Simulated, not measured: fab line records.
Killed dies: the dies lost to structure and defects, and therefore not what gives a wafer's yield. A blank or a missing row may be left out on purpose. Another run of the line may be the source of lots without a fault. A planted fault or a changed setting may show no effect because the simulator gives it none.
Matching of chambers    flow nand-harc    NHARC_A_M0_ETCH_34 on rie-diel-01 has 4 sister chambers
The step etches the open film in N2/H2, target depth 40 nm, overetch 12 nm, time 43.94 s. 8 wafers are shown with their chamber, then 9 later ones without.

== EACH WAFER AND ITS CHAMBER ==
wafer   chamber  drypump-motor-current-A (A)  rf-vpp-V (V)
L075.2  2        5.6                          430.2
L078.2  2        5.6                          430.0
L080.1  0        5.9                          428.5
L082.4  3        5.9                          428.1
L082.5  3        5.9                          428.7
L085.4  1        5.3                          434.0
L085.5  0        5.8                          430.8
L085.6  1        5.3                          435.3

== WAFERS WHOSE CHAMBER IS MISSING ==
wafer   drypump-motor-current-A (A)  rf-vpp-V (V)
L087.1  5.6                          431.4
L087.2  6.0                          428.9
L087.4  5.3                          433.9
L095.2  5.6                          429.2
L095.5  5.6                          429.5
L095.6  6.0                          427.7
L094.1  5.6                          430.6
L094.4  5.9                          429.1
L094.6  5.3                          434.9

== EACH ONE'S CHAMBER ==
wafer   from the rows above      in truth
L087.1  2                        2
L087.2  can't be placed: 3 or 0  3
L087.4  1                        1
L095.2  2                        2
L095.5  2                        2
L095.6  can't be placed: 3 or 0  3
L094.1  2                        2
L094.4  can't be placed: 3 or 0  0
L094.6  1                        1
Correctly placed: 6 of 9. Can't be placed from these rows: 3 (the true chamber is among the candidates in 3). Wrongly placed: 0.
How it was worked out, from the rows above alone: a wafer's distance from a chamber is the root of the sum, over the readings, of the square of ((its reading less the chamber's mean) divided by the reading's scatter). If the next closest chamber is less than 2 further off than the closest, the wafer can't be placed; otherwise it belongs to the closest. For every chamber, the mean is computed from those of its wafers that are shown. The scatter: the root of (the sum of the squares of (reading less its chamber's mean) over the shown wafers, divided by (wafers less chambers)).
